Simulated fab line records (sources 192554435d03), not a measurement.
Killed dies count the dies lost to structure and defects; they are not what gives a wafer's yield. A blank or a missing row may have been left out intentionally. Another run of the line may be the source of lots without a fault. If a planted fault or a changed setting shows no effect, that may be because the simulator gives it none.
fab line records	flow n5_finfet	part 1 of 2: steps 1 to 19 of 29
record lots=5	wafers=15	last_day=16
route steps=1938 shown BEOL_M5@1156
lots that met no fault: taken from a fault-free run of the same line
start_h: hours from the record's opening day to when the first of the lot's shown wafers began	wait_h: how many hours have passed since the lot's step before this one	" repeats the value in the row above	L1.1+2: a single row standing in for several wafers	- value missing, or start not given	* or withheld: withheld	< > ~ a bound
route shown NAME@n: names a module that has steps shown in the file, with the first one's number in the route	usual: mean/standard deviation taken from wafers without a fault	same: alike in all rows	chamber/n: place in a boat	sites: per-site readings	_std_site: their standard deviation	_edge_site: inner sites' mean taken away from outer sites' mean	radius_mm: how far each site lies from the wafer's centre	mask NAME#n: copy n	behind: the last tool/chamber to shape the wafer	hold: why the lot was held/for how many hours/how that ended	device: names the non-switching transistor (n, p or np)	end of line: the route-end tests of the same wafers	for a step that has no rows: nothing shown but its recipe	killed: at the first sort, the dies lost to defects and structure; wafer yield is something else	map: shows each die of a wafer: x if killed, . if not, _ if none is there
set.NAME: the run value of the setting; set.NAME@STEP: its run value at that earlier step	model.NAME: the simulator's own value behind a step, which no gauge read
lots at selected steps of the route; one table per step, one row per wafer
services: when a tool's chamber went out of use (start_h, in hours from the record's first day, below 0 if earlier), for how many hours, and the reason
## steps
# step N5_BEOL_M5_STRIP_76
# recipe chemistry=N2/H2	temp_c=40	n2_flow_sccm=200	h2_flow_sccm=200	rf_frequency_hz=6e+07
lot.wafer	tool	chamber	start_h	wait_h
L080.2+3+6	rie_diel-03	2,1,0	212.62	0.0
L084.2+4+5	rie_diel-04	2,1,3	243.69	0.0
L083.1+3+4	rie_diel-03	2,1,3	246.97	0.0
L089.1+4+5	rie_diel-06	0,2,1	284.71	0.0
L092.1+2+5	rie_diel-03	3,1,1	289.18	0.0
# step N5_BEOL_M5_VIA_ETCH_34
# recipe chemistry=C4F6/O2	target=SiCOH_lowk	target_depth_a=883	mask_material=SOC	taper_deg=4	time_s=39.2	ion_energy_ev=250	pressure_mtorr=30	source_w=345	bias_w=185	Ar_flow_sccm=300	C4F6_flow_sccm=10	O2_flow_sccm=10
# usual bias_w=185.1/0.53	chamber_pressure_mTorr=30.000/0.029	drypump_motor_current_A=5.9/0.36	oes_product_au=0.80/0.079	rf_vpp_V=662/6.7	showerhead_plenum_p_Torr=2.84/0.078	throttle_valve_pct=20.87/0.28
lot.wafer	tool	chamber	start_h	wait_h	bias_w	chamber_pressure_mTorr	drypump_motor_current_A	oes_product_au	rf_hours_counter_h	rf_vpp_V	showerhead_plenum_p_Torr	throttle_valve_pct
L080.2	rie_diel-03	2	212.63	0.0	184.0	29.963	6.3	0.92	26	655	2.79	20.61
L080.3	"	1	"	"	185.0	30.022	6.1	0.74	176	674	2.96	21.33
L080.6	"	0	"	"	184.9	29.967	5.6	0.87	-	660	2.78	20.33
L084.2	rie_diel-04	2	243.70	0.0	185.6	29.997	5.6	0.79	122	655	2.74	20.88
L084.4	"	1	"	"	186.0	29.934	5.5	0.67	239	659	2.92	20.98
L084.5	"	3	"	"	185.2	29.985	5.5	0.77	-	670	2.86	20.86
L083.1	rie_diel-03	2	246.98	0.0	184.8	30.002	6.3	0.90	37	653	2.78	20.62
L083.3	"	1	"	"	185.9	29.970	6.1	0.73	187	674	2.95	21.36
L083.4	"	3	"	"	185.5	30.037	6.3	0.74	175	660	2.95	20.85
L089.1	rie_diel-06	0	284.72	0.0	185.3	30.052	5.7	0.93	6	673	2.91	20.52
L089.4	"	2	"	"	184.9	29.968	5.2	0.79	110	676	2.85	21.07
L089.5	"	1	"	"	184.4	30.006	5.9	0.68	-	676	2.80	21.43
L092.1	rie_diel-03	3	289.19	0.0	184.4	30.020	6.4	0.72	188	659	2.95	20.88
L092.2	"	1	"	"	186.0	30.025	6.1	0.72	202	672	2.95	21.38
L092.5	"	1	"	"	185.7	29.991	6.1	0.72	-	672	2.95	21.36
# step N5_BEOL_M5_STRIP_85
# recipe chemistry=C4F6/O2	resist=SiARC	rf_frequency_hz=6e+07
lot.wafer	tool	chamber	start_h	wait_h
L080.2+3+6	rie_diel-03	2,1,0	212.67	0.0
L084.2+4+5	rie_diel-04	2,1,3	243.74	0.0
L083.1+3+4	rie_diel-03	2,1,3	247.02	0.0
L089.1+4+5	rie_diel-06	0,2,1	284.76	0.0
L092.1+2+5	rie_diel-03	3,1,1	289.22	0.0
# step N5_BEOL_M5_STRIP_36
# recipe chemistry=N2/H2	power_w=450	temp_c=40	pressure_mtorr=20	rf_frequency_hz=6e+07	overash_fraction=0.3	bias_power_w=7	h2_frac=0.5	n2_flow_sccm=200	h2_flow_sccm=200
# usual chamber_pressure_mTorr=19.995/0.03	drypump_motor_current_A=5.9/0.36	n2_flow_sccm=200.0/0.63	oes_product_au=0.80/0.082	rf_vpp_V=59.2/1.3	showerhead_plenum_p_Torr=2.53/0.069	temp_c=40.01/0.11	throttle_valve_pct=23.7/0.34
lot.wafer	tool	chamber	start_h	wait_h	chamber_pressure_mTorr	drypump_motor_current_A	n2_flow_sccm	oes_product_au	rf_hours_counter_h	rf_vpp_V	showerhead_plenum_p_Torr	temp_c	throttle_valve_pct
L080.2	rie_diel-03	2	212.68	0.0	19.989	6.3	200.3	0.93	26	60.7	2.48	39.95	23.6
L080.3	"	1	"	"	20.004	6.1	200.1	0.75	176	61.1	2.64	39.83	24.2
L080.6	"	0	"	"	20.017	5.6	199.9	0.90	-	59.9	2.47	40.03	23.0
L084.2	rie_diel-04	2	243.75	0.0	20.020	5.6	199.9	0.79	122	60.5	2.45	40.05	24.0
L084.4	"	1	"	"	20.015	5.6	200.5	0.68	239	61.9	2.61	39.89	23.9
L084.5	"	3	"	"	20.015	5.5	201.5	0.77	-	58.5	2.54	40.14	23.6
L083.1	rie_diel-03	2	247.03	0.0	20.000	6.3	200.2	0.89	37	60.3	2.47	40.08	23.6
L083.3	"	1	"	"	19.984	6.1	200.0	0.72	187	59.1	2.63	40.00	24.2
L083.4	"	3	"	"	19.952	6.3	201.0	0.74	175	60.3	2.62	39.94	23.5
L089.1	rie_diel-06	0	284.77	0.0	19.982	5.8	198.5	0.93	6	58.5	2.60	39.97	23.3
L089.4	"	2	"	"	19.975	5.2	200.0	0.79	110	57.7	2.56	39.91	23.9
L089.5	"	1	"	"	20.018	5.9	199.3	0.68	-	60.5	2.49	40.00	24.2
L092.1	rie_diel-03	3	289.23	0.0	19.957	6.3	199.0	0.73	188	58.4	2.62	39.93	23.5
L092.2	"	1	"	"	20.016	6.1	200.1	0.72	202	60.7	2.63	39.78	24.2
L092.5	"	1	"	"	20.080	6.2	200.9	0.71	-	59.0	2.63	40.13	24.2
# step N5_BEOL_M5_TRENCH_ETCH_37
# recipe chemistry=C4F6/O2	target_depth_a=716.52	target=SiCOH_lowk	time_s=24.7	ion_energy_ev=250	pressure_mtorr=30	source_w=345	bias_w=185	Ar_flow_sccm=300	C4F6_flow_sccm=10	O2_flow_sccm=10
# usual bias_w=185.1/0.54	chamber_pressure_mTorr=29.998/0.028	drypump_motor_current_A=5.9/0.36	oes_product_au=0.79/0.08	rf_vpp_V=662/6.8	showerhead_plenum_p_Torr=2.84/0.078	throttle_valve_pct=20.91/0.28
lot.wafer	tool	chamber	start_h	wait_h	bias_w	chamber_pressure_mTorr	drypump_motor_current_A	oes_product_au	rf_hours_counter_h	rf_vpp_V	showerhead_plenum_p_Torr	throttle_valve_pct
L080.2	rie_diel-03	2	-	-	184.8	30.001	6.3	0.91	26	654	2.79	20.66
L080.3	"	1	"	"	184.5	30.008	6.1	0.74	176	673	2.96	21.36
L080.6	"	0	"	"	185.9	30.024	5.6	0.87	-	661	2.78	20.37
L084.2	rie_diel-04	2	-	-	184.7	30.005	5.6	0.80	122	657	2.74	20.90
L084.4	"	1	"	"	185.2	30.022	5.6	0.67	239	656	2.92	21.03
L084.5	"	3	"	"	184.8	29.965	5.5	0.78	-	670	2.86	20.91
L083.1	rie_diel-03	2	-	-	185.3	29.992	6.3	0.88	37	654	2.78	20.65
L083.3	"	1	"	"	184.9	30.004	6.1	0.73	187	673	2.95	21.39
L083.4	"	3	"	"	184.0	30.000	6.3	0.73	175	660	2.95	20.91
L089.1	rie_diel-06	0	-	-	185.2	29.996	5.7	0.94	6	675	2.91	20.57
L089.4	"	2	"	"	184.7	30.009	5.2	0.79	110	676	2.85	21.11
L089.5	"	1	"	"	185.3	29.984	5.9	0.68	-	677	2.80	21.47
L092.1	rie_diel-03	3	-	-	185.7	30.037	6.3	0.73	188	658	2.95	20.91
L092.2	"	1	"	"	184.8	29.993	6.1	0.72	202	672	2.95	21.42
L092.5	"	1	"	"	183.8	29.953	6.1	0.71	-	673	2.95	21.39
# step N5_BEOL_M5_ETCH_41
# recipe chemistry=CH3F/O2	target=SiCN	target_depth_a=315	taper_deg=2	time_s=56.7	ion_energy_ev=120	mask_material=TiN	pressure_mtorr=30	source_w=395	bias_w=75	Ar_flow_sccm=150	CH3F_flow_sccm=30	O2_flow_sccm=20
# usual bias_w=75.02/0.21	chamber_pressure_mTorr=30.001/0.028	drypump_motor_current_A=5.9/0.36	oes_product_au=0.79/0.079	rf_vpp_V=297.3/1.4	showerhead_plenum_p_Torr=2.00/0.057	throttle_valve_pct=16.31/0.28
lot.wafer	tool	chamber	start_h	wait_h	bias_w	chamber_pressure_mTorr	drypump_motor_current_A	oes_product_au	rf_hours_counter_h	rf_vpp_V	showerhead_plenum_p_Torr	throttle_valve_pct
L080.2	rie_diel-03	2	-	-	75.13	30.016	6.3	0.91	26	297.2	1.96	16.01
L080.3	"	1	"	"	74.87	30.028	6.1	0.74	176	301.9	2.08	16.73
L080.6	"	0	"	"	75.29	29.962	5.6	0.87	-	297.0	1.95	15.79
L084.2	rie_diel-04	2	-	-	74.98	29.927	5.6	0.79	122	295.4	1.93	16.30
L084.4	"	1	"	"	75.03	29.991	5.6	0.67	239	298.6	2.06	16.47
L084.5	"	3	"	"	75.00	30.007	5.4	0.77	-	295.8	2.01	16.30
L083.1	rie_diel-03	2	-	-	75.29	29.997	6.3	0.88	37	296.8	1.95	16.02
L083.3	"	1	"	"	75.09	29.988	6.1	0.73	187	299.8	2.08	16.76
L083.4	"	3	"	"	75.01	29.985	6.3	0.74	175	298.6	2.08	16.32
L089.1	rie_diel-06	0	-	-	75.12	29.999	5.8	0.93	6	297.7	2.05	15.97
L089.4	"	2	"	"	75.05	30.011	5.2	0.79	110	297.5	2.01	16.52
L089.5	"	1	"	"	75.17	29.952	5.9	0.68	-	296.9	1.97	16.91
L092.1	rie_diel-03	3	-	-	74.95	29.966	6.3	0.73	188	297.7	2.07	16.37
L092.2	"	1	"	"	75.10	30.008	6.1	0.71	202	299.4	2.07	16.79
L092.5	"	1	"	"	74.69	30.042	6.1	0.72	-	298.9	2.07	16.80
# step N5_BEOL_M5_STRIP_91
# recipe chemistry=N2/H2	time_s=10	power_w=450	temp_c=40	pressure_mtorr=20	rf_frequency_hz=6e+07	bias_power_w=7	n2_flow_sccm=200	h2_flow_sccm=200
# usual chamber_pressure_mTorr=20.002/0.026	drypump_motor_current_A=5.9/0.36	n2_flow_sccm=200.0/0.64	oes_product_au=0.80/0.081	rf_vpp_V=59.1/0.86	showerhead_plenum_p_Torr=2.53/0.069	temp_c=40.02/0.1	throttle_valve_pct=23.7/0.34
lot.wafer	tool	chamber	start_h	wait_h	chamber_pressure_mTorr	drypump_motor_current_A	n2_flow_sccm	oes_product_au	rf_hours_counter_h	rf_vpp_V	showerhead_plenum_p_Torr	temp_c	throttle_valve_pct
L080.2	rie_diel-03	2	-	-	20.003	6.3	199.1	0.91	26	58.0	2.47	40.00	23.6
L080.3	"	1	"	"	19.992	6.1	200.1	0.74	176	58.3	2.64	40.00	24.2
L080.6	"	0	"	"	19.957	5.7	201.2	0.89	-	59.5	2.47	40.07	23.1
L084.2	rie_diel-04	2	-	-	20.027	5.6	199.9	0.79	122	57.8	2.45	40.14	24.0
L084.4	"	1	"	"	20.006	5.5	200.4	0.66	239	58.8	2.61	39.91	23.9
L084.5	"	3	"	"	19.978	5.4	199.5	0.78	-	58.8	2.54	40.02	23.6
L083.1	rie_diel-03	2	-	-	19.965	6.3	199.9	0.89	37	58.3	2.47	39.86	23.6
L083.3	"	1	"	"	20.019	6.1	200.0	0.73	187	60.2	2.63	40.00	24.2
L083.4	"	3	"	"	19.993	6.3	200.4	0.74	175	58.2	2.62	40.00	23.5
L089.1	rie_diel-06	0	-	-	19.994	5.7	198.9	0.94	6	59.1	2.60	40.07	23.3
L089.4	"	2	"	"	20.000	5.2	201.0	0.80	110	60.0	2.56	40.00	23.9
L089.5	"	1	"	"	19.981	5.9	200.2	0.68	-	57.7	2.49	39.82	24.2
L092.1	rie_diel-03	3	-	-	20.002	6.4	200.3	0.73	188	61.0	2.62	39.93	23.5
L092.2	"	1	"	"	19.985	6.1	200.2	0.71	202	59.6	2.63	39.85	24.2
L092.5	"	1	"	"	20.014	6.1	200.0	0.71	-	59.0	2.63	39.91	24.2
# step N5_BEOL_M5_OCD_MEAS_38
# usual trench_depth_nm=71.4/1
lot.wafer	tool	chamber	start_h	wait_h	trench_depth_nm
L080.2	ocd-02	-	213.90	-	72.7
L080.3	"	-	"	"	71.7
L080.6	"	-	"	"	72.3
L084.2	ocd-01	-	243.94	-	72.1
L084.4	"	-	"	"	70.8
L084.5	"	-	"	"	72.6
L083.1	ocd-02	-	247.22	-	71.3
L083.3	"	-	"	"	69.2
L083.4	"	-	"	"	70.6
L089.1	ocd-01	-	284.96	-	72.8
L089.4	"	-	"	"	71.6
L089.5	"	-	"	"	70.0
L092.1	ocd-01	-	289.43	-	70.5
L092.2	"	-	"	"	70.3
L092.5	"	-	"	"	69.5
# step N5_BEOL_M5_HM_STRIP_39
# recipe chemistry=peroxide_tin_strip	material=TiN	target_depth_a=250	temp_c=50	time_s=158
# usual temp_c=50.01/0.12
lot.wafer	tool	chamber	start_h	wait_h	temp_c
L080.2	wet_bench-02	7	213.93	0.0	49.89
L080.3	"	1	"	"	50.09
L080.6	"	2	"	"	49.93
L084.2	wet_bench-02	5	243.97	0.0	50.04
L084.4	"	4	"	"	49.98
L084.5	"	0	"	"	50.33
L083.1	wet_bench-02	4	247.25	0.0	49.88
L083.3	"	1	"	"	49.88
L083.4	"	3	"	"	49.87
L089.1	wet_bench-01	0	284.99	0.0	49.97
L089.4	"	2	"	"	50.07
L089.5	"	7	"	"	50.00
L092.1	wet_bench-05	5	289.46	0.0	50.09
L092.2	"	2	"	"	49.88
L092.5	"	0	"	"	49.97
# step N5_BEOL_M5_SRD_40
# recipe time_s=30	temp_c=23	rinse_liquid=diw	dry=ipa_marangoni
# usual temp_c=23.00/0.1
lot.wafer	tool	chamber	start_h	wait_h	temp_c
L080.2	wet_bench-02	7	213.97	0.0	23.17
L080.3	"	1	"	"	23.03
L080.6	"	2	"	"	23.06
L084.2	wet_bench-02	5	244.02	0.0	22.93
L084.4	"	4	"	"	23.02
L084.5	"	0	"	"	22.90
L083.1	wet_bench-02	4	247.30	0.0	23.13
L083.3	"	1	"	"	23.02
L083.4	"	3	"	"	22.91
L089.1	wet_bench-01	0	285.04	0.0	23.01
L089.4	"	2	"	"	23.11
L089.5	"	7	"	"	22.81
L092.1	wet_bench-05	5	289.51	0.0	23.18
L092.2	"	2	"	"	23.05
L092.5	"	0	"	"	23.03
# step N5_BEOL_M5_PRECLEAN_42
# recipe chemistry=residue_remover	time_s=60	temp_c=40
# usual temp_c=40.00/0.12
lot.wafer	tool	chamber	start_h	wait_h	temp_c
L080.2	wet_bench-02	7	213.99	0.0	39.81
L080.3	"	1	"	"	39.92
L080.6	"	2	"	"	40.05
L084.2	wet_bench-02	5	244.04	0.0	39.84
L084.4	"	4	"	"	39.93
L084.5	"	0	"	"	40.04
L083.1	wet_bench-02	4	247.31	0.0	39.94
L083.3	"	1	"	"	39.93
L083.4	"	3	"	"	40.00
L089.1	wet_bench-01	0	285.06	0.0	40.00
L089.4	"	2	"	"	40.03
L089.5	"	7	"	"	39.76
L092.1	wet_bench-05	5	289.52	0.0	40.06
L092.2	"	2	"	"	39.80
L092.5	"	0	"	"	40.12
# step N5_BEOL_M5_SRD_43
# recipe time_s=30	temp_c=23	rinse_liquid=diw	dry=ipa_marangoni
# usual temp_c=23.02/0.1
lot.wafer	tool	chamber	start_h	wait_h	temp_c
L080.2	wet_bench-02	7	214.01	0.0	23.03
L080.3	"	1	"	"	22.85
L080.6	"	2	"	"	23.22
L084.2	wet_bench-02	5	244.05	0.0	22.85
L084.4	"	4	"	"	23.05
L084.5	"	0	"	"	23.04
L083.1	wet_bench-02	4	247.33	0.0	23.09
L083.3	"	1	"	"	22.98
L083.4	"	3	"	"	23.03
L089.1	wet_bench-01	0	285.08	0.0	22.99
L089.4	"	2	"	"	23.07
L089.5	"	7	"	"	23.02
L092.1	wet_bench-05	5	289.54	0.0	22.93
L092.2	"	2	"	"	23.02
L092.5	"	0	"	"	23.08
# step N5_BEOL_M5_CD_MEAS_35
# recipe target_cd_nm=28	target_cd_y_nm=24	polarity=opening
# usual cd_nm=27.98/0.28
lot.wafer	tool	chamber	start_h	wait_h	cd_nm
L080.2	cd_sem-01	-	214.05	0.0	27.99
L080.3	"	-	"	"	27.65
L080.6	"	-	"	"	28.40
L084.2	cd_sem-03	-	244.09	0.0	28.55
L084.4	"	-	"	"	28.36
L084.5	"	-	"	"	28.08
L083.1	cd_sem-02	-	247.37	0.0	27.87
L083.3	"	-	"	"	27.95
L083.4	"	-	"	"	27.72
L089.1	cd_sem-01	-	285.12	0.0	27.89
L089.4	"	-	"	"	28.46
L089.5	"	-	"	"	28.66
L092.1	cd_sem-01	-	289.58	0.0	28.39
L092.2	"	-	"	"	27.90
L092.5	"	-	"	"	27.81
# step N5_BEOL_M5_CURE_80
# recipe temp_c=370	time_s=120	ambient=DMADMS/He	material=SiCOH_lowk
# usual lamp_power_pct=52.31/0.054	wafer_temp_C_max=372.0/0.59
lot.wafer	tool	chamber	start_h	wait_h	lamp_power_pct	wafer_temp_C_max
L080.2	uv_cure-02	2	214.19	0.1	52.42	372.5
L080.3	"	2	"	"	52.34	373.0
L080.6	"	2	"	"	52.33	371.5
L084.2	uv_cure-01	0	244.26	0.2	52.26	372.1
L084.4	"	0	"	"	52.21	372.4
L084.5	"	0	"	"	52.33	372.1
L083.1	uv_cure-01	2	247.63	0.3	52.37	371.3
L083.3	"	2	"	"	52.28	371.8
L083.4	"	2	"	"	52.30	371.1
L089.1	uv_cure-02	2	285.16	0.0	52.34	371.9
L089.4	"	2	"	"	52.37	371.7
L089.5	"	2	"	"	52.27	371.3
L092.1	uv_cure-03	0	289.62	0.0	52.20	371.7
L092.2	"	0	"	"	52.29	370.9
L092.5	"	0	"	"	52.31	371.2
# step N5_BEOL_M5_DEGAS_44
# recipe ambient=vacuum	temp_c=250	time_s=60
# usual heater_power_w=336/37
lot.wafer	tool	chamber	start_h	wait_h	heater_power_w
L080.2	pvd_sputter-02	-	215.38	1.1	307
L080.3	"	-	"	"	288
L080.6	"	-	"	"	373
L084.2	pvd_sputter-03	-	244.67	0.4	296
L084.4	"	-	"	"	355
L084.5	"	-	"	"	384
L083.1	pvd_sputter-01	-	248.29	0.6	353
L083.3	"	-	"	"	345
L083.4	"	-	"	"	255
L089.1	pvd_sputter-02	-	285.48	0.3	314
L089.4	"	-	"	"	359
L089.5	"	-	"	"	362
L092.1	pvd_sputter-02	-	289.96	0.3	356
L092.2	"	-	"	"	370
L092.5	"	-	"	"	311
# step N5_BEOL_M5_PRE_CLEAN_45
# recipe gas=H2/He	time_s=30	temp_c=250
# usual heater_power_w=336/38
lot.wafer	tool	chamber	start_h	wait_h	heater_power_w
L080.2	pvd_sputter-02	-	215.42	0.0	304
L080.3	"	-	"	"	295
L080.6	"	-	"	"	365
L084.2	pvd_sputter-03	-	244.71	0.0	296
L084.4	"	-	"	"	375
L084.5	"	-	"	"	375
L083.1	pvd_sputter-01	-	248.33	0.0	342
L083.3	"	-	"	"	342
L083.4	"	-	"	"	249
L089.1	pvd_sputter-02	-	285.52	0.0	303
L089.4	"	-	"	"	351
L089.5	"	-	"	"	374
L092.1	pvd_sputter-02	-	290.00	0.0	352
L092.2	"	-	"	"	377
L092.5	"	-	"	"	311
# step N5_BEOL_M5_ALD_86
# recipe material=TaN	target_thk_a=*	temp_c=275	ald_precursor_family=PDMAT	ald_co_reactant=NH3	pressure_torr=3	carrier_flow_sccm=1500	pulse_time_s=2	purge_time_s=3	co_reactant_purge_time_s=2	co_reactant_pulse_time_s=3	ald_cycles=30	precursor_vessel_temp_c=75	precursor_vessel_pressure_torr=26.25	precursor_vessel_carrier_sccm=1000
# usual heater_power_outer_w=246/31	heater_power_w=435/54
# same pulse_time_s=2
lot.wafer	tool	chamber	start_h	wait_h	heater_power_outer_w	heater_power_w
L080.2	ald_metal-01	2	215.49	0.1	271	453
L080.3	"	0	"	"	264	445
L080.6	"	2	"	"	259	465
L084.2	ald_metal-01	2	244.77	0.0	264	460
L084.4	"	0	"	"	254	442
L084.5	"	2	"	"	266	454
L083.1	ald_metal-02	2	248.41	0.1	193	341
L083.3	"	1	"	"	287	518
L083.4	"	3	"	"	260	460
L089.1	ald_metal-01	1	285.59	0.0	245	496
L089.4	"	2	"	"	268	447
L089.5	"	3	"	"	213	377
L092.1	ald_metal-01	3	290.16	0.1	205	380
L092.2	"	0	"	"	259	436
L092.5	"	3	"	"	201	389
# step N5_BEOL_M5_SURFACE_TREAT_87
# recipe gas=Ar	time_s=*	ion_energy_ev=*	ion_current_ma_cm2=0.5	pressure_mtorr=*	ar_flow_sccm=30
# usual throttle_valve_pct=*
lot.wafer	tool	chamber	start_h	wait_h	throttle_valve_pct
L080.2	pvd_sputter-02	-	215.78	0.2	*
L080.3	"	-	"	"	*
L080.6	"	-	"	"	*
L084.2	pvd_sputter-01	-	245.07	0.2	*
L084.4	"	-	"	"	*
L084.5	"	-	"	"	*
L083.1	pvd_sputter-03	-	248.73	0.2	*
L083.3	"	-	"	"	*
L083.4	"	-	"	"	*
L089.1	pvd_sputter-02	-	285.81	0.1	*
L089.4	"	-	"	"	*
L089.5	"	-	"	"	*
L092.1	pvd_sputter-01	-	290.52	0.3	*
L092.2	"	-	"	"	*
L092.5	"	-	"	"	*
# step N5_BEOL_M5_CVD_47
# recipe material=Co	target_thk_a=30	temp_c=withheld	precursor=CCTBA/H2	pressure_torr=30	time_s=216
lot.wafer	tool	chamber	start_h	wait_h
L080.2+3+6	cvd_co-02	2,1,0	215.84	0.0
L084.2+4+5	cvd_co-01	2,0,2	245.19	0.1
L083.1+3+4	cvd_co-02	0,1,0	248.81	0.1
L089.1+4+5	cvd_co-02	2,2,0	286.05	0.2
L092.1+2+5	cvd_co-01	1,0,0	290.67	0.1
